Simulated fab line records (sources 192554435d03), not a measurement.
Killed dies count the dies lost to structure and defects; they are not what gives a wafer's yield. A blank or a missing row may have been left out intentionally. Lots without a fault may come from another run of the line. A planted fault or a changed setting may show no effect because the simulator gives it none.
fab line records | flow n5-finfet
record lots=24 wafers=72 last-day=18
route steps=1938 shown BEOL_M3@998 BEOL_M4@1035
lots untouched by any fault: they come from a run of this same line in which no faults occurred
start-h: start of the lot's first displayed wafer, in hours after the record's first day | wait-h: hours since the lot's step before | " as in the row above | L1.1+2: several wafers, shown together as one row | - either no value or no given start | * or withheld: withheld | < > ~ a bound
route shown NAME@n: NAME is a module with steps in the file, n the number in the route of the first one | usual: average and standard deviation across the fault-free wafers | same: alike in all rows | chamber/n: place in a boat | sites: each site's reading | _std_site: standard deviation across them | _edge_site: mean of outer sites minus mean of inner sites | radius-mm: for every site, how far away it sits from the centre of the wafer | mask NAME#n: copy n | behind: the tool/chamber that last shaped the wafer | hold: why the lot was held/for how many hours/how that ended | device: transistor that didn't switch, given as n, p or np | end of line: at the end of the route, the tests of the same wafers | for a step that has no rows: nothing shown but its recipe | killed: dies lost to structure and defects at the first sort, not the wafer's yield | map: shows each die of a wafer: x if killed, . if not, _ if none is there
set.NAME: the setting as run; set.NAME@STEP: as run at that earlier step | model.NAME: the simulator's own value behind a step, which no gauge read
one table for each step of the route and one row for each wafer, over a sample of lots
services: when a tool's chamber went out of use (start-h, in hours from the record's first day, below 0 if earlier), for how many hours, and the reason
## steps
# step N5_BEOL_M3_SPUTTER_81
# recipe material=Cu target-thk-a=45 temp-c=-20 chamber-pressure-pa=0.07 power-w=withheld time-s=8.29
# usual chuck-sensor-temp-C=-15.9/0.58 substrate-temp-c=-20.01/0.099 throttle-valve-pct=29.9/1.1
# columns lot.wafer tool chamber start-h wait-h chuck-sensor-temp-C substrate-temp-c throttle-valve-pct
L074.2 pvd-sputter-01 - 150.30 0.1 -14.6 -20.03 32.2
L074.3 " - " " -16.0 -20.00 29.9
L074.5 " - " " -16.2 -20.09 30.2
L075.2 pvd-sputter-02 - 168.81 0.1 -15.9 -20.05 28.2
L075.4 " - " " -16.1 -19.98 28.2
L075.6 " - " " -15.4 -19.91 28.9
L077.1 pvd-sputter-01 - 169.26 0.1 -16.3 -19.87 30.2
L077.2 " - " " -16.7 -20.08 30.9
L077.3 " - " " -15.9 -20.13 29.3
L076.3 pvd-sputter-03 - 173.53 0.1 -16.1 -19.99 29.0
L076.4 " - " " -15.6 -20.11 29.4
L076.6 " - " " -15.5 -20.14 29.5
L078.1 pvd-sputter-03 - 180.56 0.1 -16.0 -20.18 30.3
L078.2 " - " " -15.6 -19.75 29.2
L078.5 " - " " -16.0 -20.02 29.2
L079.1 pvd-sputter-02 - 183.29 0.1 -15.6 -20.05 28.8
L079.3 " - " " -15.2 -20.06 29.5
L079.5 " - " " -15.9 -20.00 28.3
L080.4 pvd-sputter-02 - 191.55 0.1 -15.5 -20.02 29.4
L080.5 " - " " -15.9 -19.92 28.3
L080.6 " - " " -15.9 -19.95 29.4
L082.3 pvd-sputter-01 - 205.71 0.1 -16.6 -20.26 30.9
L082.4 " - " " -14.8 -19.93 32.1
L082.6 " - " " -15.8 -20.01 30.1
L081.2 pvd-sputter-02 - 205.77 0.1 -15.9 -19.93 29.3
L081.3 " - " " -15.4 -19.74 29.1
L081.4 " - " " -16.0 -20.01 28.0
L083.1 pvd-sputter-01 - 207.55 0.1 -15.9 -20.00 29.8
L083.4 " - " " -16.6 -20.02 30.7
L083.5 " - " " -16.2 -20.08 29.0
L084.2 pvd-sputter-01 - 210.23 0.1 -16.1 -20.01 29.0
L084.3 " - " " -16.6 -20.14 30.8
L084.6 " - " " -16.7 -19.90 30.9
L085.3 pvd-sputter-01 - 228.36 0.1 -16.6 -19.96 31.0
L085.5 " - " " -14.8 -20.04 32.6
L085.6 " - " " -16.0 -20.17 30.3
L087.1 pvd-sputter-01 - 241.71 0.1 -15.9 -20.09 30.2
L087.2 " - " " -16.1 -20.16 29.0
L087.5 " - " " -16.0 -19.97 30.1
L088.1 pvd-sputter-01 - 244.59 0.1 -16.0 -19.85 29.0
L088.5 " - " " -16.9 -20.00 30.5
L088.6 " - " " -16.1 -19.89 29.1
L086.2 pvd-sputter-03 - 245.99 0.1 -16.7 -20.06 30.3
L086.3 " - " " -16.2 -19.89 29.0
L086.6 " - " " -15.4 -19.91 29.2
L089.1 pvd-sputter-01 - 249.49 0.1 -16.1 -19.94 29.0
L089.2 " - " " -16.2 -19.98 30.1
L089.6 " - " " -16.7 -20.09 30.9
L090.1 pvd-sputter-03 - 254.19 0.1 -16.2 -19.77 29.2
L090.4 " - " " -16.6 -20.11 30.3
L090.5 " - " " -16.3 -19.95 28.8
L092.2 pvd-sputter-03 - 256.15 0.1 -16.1 -20.12 30.5
L092.3 " - " " -16.1 -20.01 29.1
L092.6 " - " " -15.6 -19.94 29.4
L091.1 pvd-sputter-01 - 256.87 0.1 -16.8 -20.01 31.0
L091.4 " - " " -16.0 -20.01 29.0
L091.5 " - " " -16.1 -20.04 30.3
L093.2 pvd-sputter-03 - 276.38 0.1 -16.0 -20.06 30.4
L093.5 " - " " -16.7 -20.03 30.5
L093.6 " - " " -15.9 -20.00 30.2
L094.2 pvd-sputter-02 - 290.64 0.1 -15.2 -19.97 29.5
L094.3 " - " " -15.8 -19.91 29.4
L094.4 " - " " -16.0 -20.12 27.9
L096.3 pvd-sputter-03 - 293.45 0.1 -16.5 -20.12 30.4
L096.4 " - " " -15.5 -19.97 29.1
L096.5 " - " " -16.1 -19.97 29.0
L095.3 pvd-sputter-01 - 295.05 0.1 -14.9 -20.33 32.2
L095.5 " - " " -16.2 -19.99 29.1
L095.6 " - " " -16.2 -19.81 29.9
L097.2 pvd-sputter-02 - 297.12 0.1 -15.8 -19.84 29.1
L097.4 " - " " -16.2 -19.83 28.4
L097.5 " - " " -16.0 -19.97 29.5
# step N5_BEOL_M3_ANNEAL_89
# recipe temp-c=400 time-s=240 ambient=vacuum
# usual heater-power-w=812/71
# columns lot.wafer tool chamber start-h wait-h heater-power-w
L074.2 pvd-sputter-01 - 150.82 0.0 857
L074.3 " - " " 855
L074.5 " - " " 860
L075.2 pvd-sputter-02 - 169.33 0.0 701
L075.4 " - " " 710
L075.6 " - " " 853
L077.1 pvd-sputter-01 - 169.78 0.0 853
L077.2 " - " " 916
L077.3 " - " " 855
L076.3 pvd-sputter-03 - 174.05 0.0 764
L076.4 " - " " 691
L076.6 " - " " 697
L078.1 pvd-sputter-03 - 181.08 0.0 751
L078.2 " - " " 681
L078.5 " - " " 759
L079.1 pvd-sputter-02 - 183.81 0.0 810
L079.3 " - " " 781
L079.5 " - " " 697
L080.4 pvd-sputter-02 - 192.07 0.0 822
L080.5 " - " " 705
L080.6 " - " " 848
L082.3 pvd-sputter-01 - 206.23 0.0 901
L082.4 " - " " 885
L082.6 " - " " 870
L081.2 pvd-sputter-02 - 206.29 0.0 841
L081.3 " - " " 827
L081.4 " - " " 706
L083.1 pvd-sputter-01 - 208.07 0.0 854
L083.4 " - " " 912
L083.5 " - " " 884
L084.2 pvd-sputter-01 - 210.75 0.0 866
L084.3 " - " " 894
L084.6 " - " " 903
L085.3 pvd-sputter-01 - 228.88 0.0 892
L085.5 " - " " 849
L085.6 " - " " 859
L087.1 pvd-sputter-01 - 242.23 0.0 873
L087.2 " - " " 881
L087.5 " - " " 866
L088.1 pvd-sputter-01 - 245.11 0.0 862
L088.5 " - " " 882
L088.6 " - " " 865
L086.2 pvd-sputter-03 - 246.51 0.0 733
L086.3 " - " " 771
L086.6 " - " " 694
L089.1 pvd-sputter-01 - 250.01 0.0 852
L089.2 " - " " 866
L089.6 " - " " 907
L090.1 pvd-sputter-03 - 254.71 0.0 754
L090.4 " - " " 772
L090.5 " - " " 739
L092.2 pvd-sputter-03 - 256.67 0.0 721
L092.3 " - " " 768
L092.6 " - " " 674
L091.1 pvd-sputter-01 - 257.39 0.0 860
L091.4 " - " " 838
L091.5 " - " " 854
L093.2 pvd-sputter-03 - 276.90 0.0 738
L093.5 " - " " 755
L093.6 " - " " 747
L094.2 pvd-sputter-02 - 291.16 0.0 775
L094.3 " - " " 856
L094.4 " - " " 683
L096.3 pvd-sputter-03 - 293.97 0.0 759
L096.4 " - " " 684
L096.5 " - " " 732
L095.3 pvd-sputter-01 - 295.57 0.0 874
L095.5 " - " " 856
L095.6 " - " " 866
L097.2 pvd-sputter-02 - 297.64 0.0 844
L097.4 " - " " 697
L097.5 " - " " 865
# step N5_BEOL_M3_INSPECT_59
# recipe inspect-instrument=darkfield mode=post-dep
# usual raw-defect-count=69/23
# columns lot.wafer tool chamber start-h wait-h raw-defect-count
L074.2 defect-inspect-02 - 152.75 0.0 110
L074.3 " - " " 91
L074.5 " - " " 66
L075.2 defect-inspect-02 - 171.23 0.0 51
L075.4 " - " " 81
L075.6 " - " " 37
L077.1 defect-inspect-02 - 171.69 0.0 106
L077.2 " - " " 135
L077.3 " - " " 96
L076.3 defect-inspect-02 - 175.94 0.0 116
L076.4 " - " " 67
L076.6 " - " " 106
L078.1 defect-inspect-02 - 182.95 0.0 44
L078.2 " - " " 42
L078.5 " - " " 40
L079.1 defect-inspect-01 - 185.69 0.0 70
L079.3 " - " " 120
L079.5 " - " " 87
L080.4 defect-inspect-02 - 193.97 0.0 90
L080.5 " - " " 71
L080.6 " - " " 63
L082.3 defect-inspect-01 - 208.26 0.0 51
L082.4 " - " " 112
L082.6 " - " " 58
L081.2 defect-inspect-01 - 208.46 0.0 60
L081.3 " - " " 55
L081.4 " - " " 49
L083.1 defect-inspect-01 - 209.95 0.0 37
L083.4 " - " " 89
L083.5 " - " " 41
L084.2 defect-inspect-01 - 212.63 0.0 62
L084.3 " - " " 98
L084.6 " - " " 64
L085.3 defect-inspect-01 - 231.10 0.0 54
L085.5 " - " " 61
L085.6 " - " " 65
L087.1 defect-inspect-01 - 244.33 0.0 51
L087.2 " - " " 82
L087.5 " - " " 55
L088.1 defect-inspect-02 - 246.98 0.0 71
L088.5 " - " " 100
L088.6 " - " " 71
L086.2 defect-inspect-01 - 248.39 0.0 49
L086.3 " - " " 67
L086.6 " - " " 51
L089.1 defect-inspect-02 - 251.89 0.0 33
L089.2 " - " " 52
L089.6 " - " " 40
L090.1 defect-inspect-02 - 256.58 0.0 51
L090.4 " - " " 59
L090.5 " - " " 57
L092.2 defect-inspect-02 - 258.54 0.0 90
L092.3 " - " " 37
L092.6 " - " " 52
L091.1 defect-inspect-02 - 259.28 0.0 75
L091.4 " - " " 69
L091.5 " - " " 32
L093.2 defect-inspect-01 - 278.77 0.0 73
L093.5 " - " " 79
L093.6 " - " " 77
L094.2 defect-inspect-02 - 293.42 0.0 85
L094.3 " - " " 48
L094.4 " - " " 66
L096.3 defect-inspect-01 - 295.85 0.0 63
L096.4 " - " " 78
L096.5 " - " " 64
L095.3 defect-inspect-02 - 297.57 0.0 85
L095.5 " - " " 76
L095.6 " - " " 78
L097.2 defect-inspect-02 - 299.92 0.0 63
L097.4 " - " " 67
L097.5 " - " " 27
# step N5_BEOL_M4_OVL_MEAS_12
# recipe points-per-wafer=522
# usual M4_OVL=0.3/0.66
# columns lot.wafer tool chamber start-h wait-h M4_OVL[nm]
L074.2 overlay-02 0 153.78 0.0 2.1
L074.3 " 0 " " 0.7
L074.5 " 0 " " 0.3
L075.2 overlay-02 0 172.16 0.0 0.8
L075.4 " 0 " " 1.2
L075.6 " 0 " " 0.6
L077.1 overlay-02 0 172.59 0.0 -0.3
L077.2 " 0 " " -0.4
L077.3 " 0 " " -0.4
L076.3 overlay-02 0 177.56 0.0 -0.8
L076.4 " 0 " " 0.0
L076.6 " 0 " " 0.1
L078.1 overlay-02 0 186.13 0.0 1.3
L078.2 " 0 " " 0.8
L078.5 " 0 " " 0.3
L079.1 overlay-02 0 187.03 0.0 -0.4
L079.3 " 0 " " -0.1
L079.5 " 0 " " 0.6
L080.4 overlay-01 0 195.41 0.0 0.1
L080.5 " 0 " " 0.0
L080.6 " 0 " " -0.3
L082.3 overlay-02 0 209.43 0.0 0.3
L082.4 " 0 " " 0.1
L082.6 " 0 " " 0.3
L081.2 overlay-01 0 209.65 0.0 1.2
L081.3 " 0 " " 0.7
L081.4 " 0 " " 0.9
L083.1 overlay-01 0 210.76 0.0 1.0
L083.4 " 0 " " 1.7
L083.5 " 0 " " 0.9
L084.2 overlay-01 0 213.79 0.0 0.0
L084.3 " 0 " " -0.2
L084.6 " 0 " " 0.5
L085.3 overlay-02 0 233.06 0.0 0.2
L085.5 " 0 " " -0.4
L085.6 " 0 " " -0.6
L087.1 overlay-01 0 244.96 0.0 -0.3
L087.2 " 0 " " -0.7
L087.5 " 0 " " -0.4
L088.1 overlay-01 0 248.52 0.0 0.7
L088.5 " 0 " " 0.6
L088.6 " 0 " " 1.1
L086.2 overlay-02 0 249.25 0.0 -0.9
L086.3 " 0 " " -1.0
L086.6 " 0 " " -1.6
L089.1 overlay-01 0 254.30 0.0 2.0
L089.2 " 0 " " 1.1
L089.6 " 0 " " 1.3
L090.1 overlay-02 0 258.40 0.0 0.5
L090.4 " 0 " " -0.1
L090.5 " 0 " " -0.1
L092.2 overlay-01 0 261.34 0.0 0.6
L092.3 " 0 " " 0.5
L092.6 " 0 " " 1.6
L091.1 overlay-01 0 261.38 0.0 -0.3
L091.4 " 0 " " -0.5
L091.5 " 0 " " -0.1
L093.2 overlay-02 0 282.44 0.0 0.7
L093.5 " 0 " " -0.5
L093.6 " 0 " " 0.2
L094.2 overlay-01 0 295.84 0.0 0.1
L094.3 " 0 " " 0.2
L094.4 " 0 " " -1.4
L096.3 overlay-02 0 299.06 0.0 1.2
L096.4 " 0 " " 0.5
L096.5 " 0 " " 0.2
L095.3 overlay-02 0 299.42 0.0 0.3
L095.5 " 0 " " -0.3
L095.6 " 0 " " 0.3
L097.2 overlay-01 0 301.17 0.0 0.6
L097.4 " 0 " " 0.5
L097.5 " 0 " " 0.2
# step N5_BEOL_M4_STRIP_97
# recipe chemistry=N2/H2 time-s=10 power-w=450 temp-c=40 pressure-mtorr=20 rf-frequency-hz=6e+07 bias-power-w=7 n2-flow-sccm=200 h2-flow-sccm=200
# usual drypump-motor-current-A=5.8/0.34 n2-flow-sccm=200.1/0.64 oes-product-au=0.82/0.081 rf-vpp-V=59.3/0.85 showerhead-plenum-p-Torr=2.59/0.074 temp-c=40.01/0.12 throttle-valve-pct=23.64/0.24
# columns lot.wafer tool chamber start-h wait-h drypump-motor-current-A n2-flow-sccm oes-product-au rf-hours-counter-h rf-vpp-V showerhead-plenum-p-Torr temp-c throttle-valve-pct
L074.2 rie-diel-01 3 - - 5.3 200.3 0.90 19 58.7 2.68 40.08 23.71
L074.3 " 1 " " 6.0 200.7 0.70 246 59.9 2.50 39.87 23.96
L074.5 " 3 " " 5.3 201.2 0.91 - 60.3 2.68 40.05 23.73
L075.2 rie-diel-01 2 - - 5.9 199.0 0.70 228 59.6 2.60 39.92 23.52
L075.4 " 0 " " 6.0 200.9 0.86 - 60.5 2.70 39.96 23.68
L075.6 " 3 " " 5.3 199.7 0.89 - 59.4 2.68 40.05 23.72
L077.1 rie-diel-01 3 - - 5.3 199.7 0.91 27 59.5 2.68 39.96 23.72
L077.2 " 0 " " 6.0 201.6 0.86 50 61.2 2.70 40.02 23.65
L077.3 " 2 " " 5.9 200.4 0.70 231 59.3 2.60 40.02 23.53
L076.3 rie-diel-01 3 - - 5.3 200.4 0.89 29 60.8 2.68 40.06 23.71
L076.4 " 0 " " 6.0 200.7 0.85 - 59.3 2.69 40.17 23.65
L076.6 " 3 " " 5.3 200.0 0.89 - 60.0 2.68 40.00 23.73
L078.1 rie-diel-06 1 - - 6.5 200.0 0.92 21 59.6 2.59 39.82 23.69
L078.2 " 3 " " 5.4 199.7 0.68 209 58.4 2.50 40.14 24.03
L078.5 " 0 " " 6.2 200.3 0.89 - 59.9 2.48 39.82 24.16
L079.1 rie-diel-02 2 - - 6.2 199.9 0.88 50 58.5 2.57 40.08 23.10
L079.3 " 0 " " 6.0 200.5 0.85 66 58.4 2.57 39.98 23.42
L079.5 " 2 " " 6.2 200.2 0.88 - 58.9 2.57 40.04 23.11
L080.4 rie-diel-01 3 - - 5.3 199.7 0.88 33 59.6 2.68 39.83 23.74
L080.5 " 1 " " 6.1 200.2 0.97 - 56.7 2.50 39.94 23.60
L080.6 " 2 " " 5.9 200.3 0.69 - 59.1 2.59 40.20 23.55
L082.3 rie-diel-01 3 - - 5.3 199.6 0.87 38 59.2 2.67 40.00 23.74
L082.4 " 1 " " 6.1 201.7 0.95 7 60.5 2.49 40.06 23.60
L082.6 " 0 " " 6.0 200.0 0.85 - 60.7 2.69 40.05 23.68
L081.2 rie-diel-01 0 - - 6.0 199.3 0.85 60 60.5 2.69 40.01 23.69
L081.3 " 2 " " 5.9 199.7 0.69 242 57.3 2.59 40.12 23.55
L081.4 " 3 " " 5.3 199.3 0.87 38 59.5 2.67 39.89 23.74
L083.1 rie-diel-02 0 - - 6.0 200.9 0.83 73 59.2 2.57 39.90 23.45
L083.4 " 1 " " 5.5 199.6 0.72 220 59.7 2.59 39.87 23.50
L083.5 " 1 " " 5.5 200.5 0.72 - 60.3 2.59 39.91 23.52
L084.2 rie-diel-06 2 - - 5.7 200.2 0.85 57 57.6 2.48 40.00 23.84
L084.3 " 0 " " 6.2 200.2 0.87 41 58.6 2.47 39.90 24.18
L084.6 " 0 " " 6.2 200.7 0.86 - 59.1 2.47 39.85 24.18
L085.3 rie-diel-01 2 - - 5.9 200.2 0.69 247 60.4 2.59 40.04 23.56
L085.5 " 3 " " 5.3 200.0 0.85 - 59.7 2.67 40.05 23.76
L085.6 " 0 " " 6.0 200.0 0.83 - 59.3 2.69 39.92 23.69
L087.1 rie-diel-01 3 - - 5.3 199.9 0.85 52 59.7 2.67 39.88 23.75
L087.2 " 2 " " 5.9 200.0 0.67 252 59.6 2.59 40.08 23.57
L087.5 " 0 " " 6.0 198.8 0.82 - 60.6 2.68 39.81 23.70
L088.1 rie-diel-02 1 - - 5.5 200.2 0.70 233 59.6 2.58 40.05 23.53
L088.5 " 1 " " 5.5 200.8 0.70 - 59.1 2.58 39.99 23.50
L088.6 " 0 " " 6.0 200.1 0.81 - 59.0 2.56 39.87 23.46
L086.2 rie-diel-06 1 - - 6.6 199.8 0.89 41 59.5 2.58 40.01 23.72
L086.3 " 3 " " 5.4 199.4 0.66 231 58.6 2.49 40.01 24.06
L086.6 " 3 " " 5.4 199.1 0.67 - 59.9 2.49 39.81 24.05
L089.1 rie-diel-06 3 - - 5.4 199.9 0.66 233 58.9 2.49 40.09 24.05
L089.2 " 2 " " 5.7 201.0 0.84 70 57.5 2.47 39.94 23.86
L089.6 " 3 " " 5.4 200.3 0.66 - 58.2 2.49 40.01 24.06
L090.1 rie-diel-01 3 - - 5.3 200.0 0.84 56 58.5 2.67 39.95 23.75
L090.4 " 0 " " 6.0 201.0 0.81 - 59.7 2.68 40.09 23.69
L090.5 " 3 " " 5.3 199.7 0.84 - 58.9 2.67 40.04 23.76
L092.2 rie-diel-01 0 - - 6.0 200.1 0.82 81 59.8 2.68 40.18 23.69
L092.3 " 1 " " 6.1 199.3 0.88 29 59.1 2.48 39.94 23.63
L092.6 " 1 " " 6.0 200.1 0.89 - 59.5 2.49 40.16 23.64
L091.1 rie-diel-02 1 - - 5.5 200.6 0.70 239 58.7 2.58 40.03 23.53
L091.4 " 3 " " 5.5 200.3 0.82 51 58.9 2.59 39.88 23.50
L091.5 " 1 " " 5.5 199.5 0.70 - 59.9 2.58 39.94 23.51
L093.2 rie-diel-01 1 - - 6.1 199.3 0.88 35 58.9 2.48 40.37 23.64
L093.5 " 3 " " 5.3 199.8 0.84 - 59.5 2.66 40.21 23.76
L093.6 " 2 " " 5.9 200.4 0.98 - 59.2 2.59 40.21 23.28
L094.2 rie-diel-02 3 - - 5.5 199.7 0.82 61 59.8 2.58 40.24 23.52
L094.3 " 2 " " 6.2 200.5 0.84 86 59.6 2.56 40.22 23.16
L094.4 " 0 " " 6.0 198.8 0.81 100 59.5 2.56 39.86 23.49
L096.3 rie-diel-01 2 - - 5.9 200.4 0.96 10 60.0 2.58 40.06 23.29
L096.4 " 0 " " 6.0 200.8 0.81 94 60.8 2.68 39.90 23.72
L096.5 " 0 " " 6.0 201.0 0.80 - 60.4 2.68 39.94 23.74
L095.3 rie-diel-01 0 - - 6.0 198.3 0.80 95 58.4 2.68 40.13 23.73
L095.5 " 3 " " 5.3 200.6 0.82 - 61.1 2.66 39.76 23.79
L095.6 " 2 " " 5.9 199.8 0.96 - 58.7 2.58 39.93 23.30
L097.2 rie-diel-02 0 - - 6.0 200.2 0.81 103 59.0 2.56 40.06 23.49
L097.4 " 0 " " 6.0 201.2 0.81 - 58.3 2.56 39.98 23.49
L097.5 " 3 " " 5.5 199.3 0.82 - 59.0 2.58 39.65 23.52
# step N5_BEOL_M4_ALD_84
# recipe material=TaN target-thk-a=* temp-c=275 ald-precursor-family=PDMAT ald-co-reactant=NH3 pressure-torr=3 carrier-flow-sccm=1500 pulse-time-s=2 purge-time-s=3 co-reactant-purge-time-s=2 co-reactant-pulse-time-s=3 ald-cycles=30 precursor-vessel-temp-c=75 precursor-vessel-pressure-torr=26.25 precursor-vessel-carrier-sccm=1000
# usual heater-power-w=406/43
# columns lot.wafer tool chamber start-h wait-h heater-power-w
L074.2 ald-metal-02 3 162.20 0.0 331
L074.3 " 0 " " 448
L074.5 " 3 " " 337
L075.2 ald-metal-03 3 177.61 0.0 385
L075.4 " 1 " " 394
L075.6 " 2 " " 429
L077.1 ald-metal-03 2 182.40 0.0 436
L077.2 " 1 " " 401
L077.3 " 0 " " 452
L076.3 ald-metal-02 1 186.95 0.0 439
L076.4 " 3 " " 332
L076.6 " 2 " " 424
L078.1 ald-metal-02 0 190.52 0.1 467
L078.2 " 3 " " 340
L078.5 " 3 " " 340
L079.1 ald-metal-04 0 195.42 0.0 349
L079.3 " 3 " " 408
L079.5 " 1 " " 350
L080.4 ald-metal-02 0 199.46 0.1 468
L080.5 " 3 " " 336
L080.6 " 2 " " 424
L082.3 ald-metal-02 3 213.57 0.1 339
L082.4 " 1 " " 453
L082.6 " 0 " " 461
L081.2 ald-metal-04 3 214.09 0.1 409
L081.3 " 0 " " 352
L081.4 " 1 " " 343
L083.1 ald-metal-03 2 217.27 0.0 431
L083.4 " 1 " " 387
L083.5 " 0 " " 442
L084.2 ald-metal-02 2 222.00 0.0 408
L084.3 " 3 " " 343
L084.6 " 1 " " 452
L085.3 ald-metal-02 2 238.56 0.0 425
L085.5 " 1 " " 434
L085.6 " 0 " " 469
L087.1 ald-metal-03 3 251.14 0.0 376
L087.2 " 2 " " 446
L087.5 " 2 " " 422
L088.1 ald-metal-02 2 251.24 0.1 418
L088.5 " 1 " " 430
L088.6 " 2 " " 422
L086.2 ald-metal-04 0 251.42 0.0 346
L086.3 " 2 " " 437
L086.6 " 3 " " 396
L089.1 ald-metal-03 2 258.31 0.0 430
L089.2 " 1 " " 391
L089.6 " 1 " " 376
L090.1 ald-metal-02 1 261.73 0.0 445
L090.4 " 0 " " 468
L090.5 " 2 " " 412
L092.2 ald-metal-03 3 268.30 0.1 378
L092.3 " 0 " " 453
L092.6 " 0 " " 456
L091.1 ald-metal-02 3 268.36 0.0 343
L091.4 " 1 " " 454
L091.5 " 1 " " 455
L093.2 ald-metal-04 3 286.84 0.0 410
L093.5 " 1 " " 357
L093.6 " 3 " " 401
L094.2 ald-metal-02 2 301.05 0.1 418
L094.3 " 0 " " 455
L094.4 " 1 " " 438
L096.3 ald-metal-04 0 303.97 0.1 350
L096.4 " 2 " " 444
L096.5 " 0 " " 349
L095.3 ald-metal-03 1 304.59 0.1 392
L095.5 " 2 " " 432
L095.6 " 3 " " 367
L097.2 ald-metal-04 2 307.60 0.0 449
L097.4 " 3 " " 406
L097.5 " 1 " " 349
## services
# columns tool chamber start-h hours kind
pvd-sputter-03 - 157.71 0.7 repair
ald-metal-03 3 166.00 7.6 repair
rie-diel-02 2 171.75 5.4 repair
rie-diel-01 1 172.90 - clean
rie-diel-01 1 172.90 - consumable-replace:focus-ring
rie-diel-01 1 172.90 20.6 scheduled-down
rie-diel-01 1 172.90 20.6 vent-cycle
rie-diel-01 - 189.34 0.3 repair
ald-metal-03 - 193.09 2.8 pm
rie-diel-01 2 218.92 9.9 repair
rie-diel-02 0 219.88 3.8 repair
ald-metal-02 0 242.32 4.1 repair
rie-diel-01 2 254.45 7.3 repair
rie-diel-01 2 261.77 - clean
rie-diel-01 2 261.77 - consumable-replace:focus-ring
rie-diel-01 2 261.77 11.2 scheduled-down
rie-diel-01 2 261.77 11.2 vent-cycle
ald-metal-04 2 262.36 26.9 repair
rie-diel-02 1 302.20 - clean
rie-diel-02 1 302.20 - consumable-replace:focus-ring
rie-diel-02 1 302.20 17.0 scheduled-down
rie-diel-02 1 302.20 17.0 vent-cycle
rie-diel-06 3 303.32 - clean
rie-diel-06 3 303.32 - consumable-replace:focus-ring
## key
fault none
